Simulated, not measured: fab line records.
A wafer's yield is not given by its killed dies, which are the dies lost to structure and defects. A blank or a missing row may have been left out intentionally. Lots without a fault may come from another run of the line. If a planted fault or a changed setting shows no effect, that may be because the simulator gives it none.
2 desks, one fault	flow nandHarc	each desk has only its own numbers; what lay behind them comes last

THE TOOL OWNER'S DESK: pecvd-03
The tool's own readings at NHARC_P_CONTACT_DEP_00 (deposits SiO2, target thk 500 nm): means of the sampled wafers that have a number, for each lot that ran on this tool. The brackets show how far a lot's mean lies from the usual mean; more than 4 standard deviations puts the lot out of limits, marked OUT.
Columns: A = heaterPowerW at NHARC_P_CONTACT_DEP_00, usual 557 W; B = mfcPrecursorSccm at NHARC_P_CONTACT_DEP_00, usual 161.5 sccm; C = throttleValvePct at NHARC_P_CONTACT_DEP_00, usual 15.9 %
lot	first seen here	A	B	C
L277	day 7 09:28	626	161.0	15.9
L279	day 8 06:35	601	161.2	15.8
L281	day 9 06:14	562	161.8	15.9
L287	day 12 07:32	473	161.5	15.8
L289	day 13 02:56	558	127.4 (-87) OUT	15.6
This desk's verdict: out of limits on L289, starting with L289 at day 13 02:56 (mfcPrecursorSccm at NHARC_P_CONTACT_DEP_00). L277, L279, L281, L287 stayed within limits.

AT THE METROLOGY DESK
Lot by lot, what the gauges showed, no matter which tool ran the lot: averages of those sampled wafers that carry a number. The brackets show how far a lot's mean lies from the usual mean; more than 4 standard deviations puts the lot out of limits, marked OUT.
Columns: A = overlayXNm at NHARC_P_CONTACT_OVL_MEAS_13, usual 0.0 nm; B = overlayYNm at NHARC_P_CONTACT_OVL_MEAS_13, usual -0.2 nm
lot	first seen here	A	B
L274	day 6 06:28	0.4	-1.3
L275	day 6 17:05	1.1	0.2
L276	day 7 06:08	-0.9	1.7
L277	day 7 10:52	-0.8	-0.5
L278	day 7 23:03	0.1	-1.7
L279	day 8 07:51	-1.1	-0.3
L280	day 8 19:02	-0.6	0.2
L281	day 9 07:31	-0.7	-1.3
L282	day 9 11:31	-0.6	0.9
L287	day 12 08:56	-0.3	-1.7
L289	day 13 04:12	0.5	0.8
L295	day 14 21:53	-0.9	0.6
L296	day 15 09:51	0.9	0.1
Finding of this desk: none of the 13 lots has anything out of limits.

ALL TOGETHER
The tool owner's desk had the chance to raise an alarm at day 13 02:56 on L289.
Nothing out of limits was seen by the metrology desk.
The metrology desk has L289 on record, within its limits.
All the named lots went through NHARC_P_CONTACT_DEP_00 on pecvd-03.

WHAT THE SIMULATOR HAD PUT IN
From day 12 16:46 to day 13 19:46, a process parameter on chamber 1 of pecvd-03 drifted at NHARC_P_CONTACT_DEP_00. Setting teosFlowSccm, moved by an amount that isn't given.
Struck lots among those shown: L289.
Hours from the fault's start to each desk's first reading out of limits: the tool owner's desk, 10.
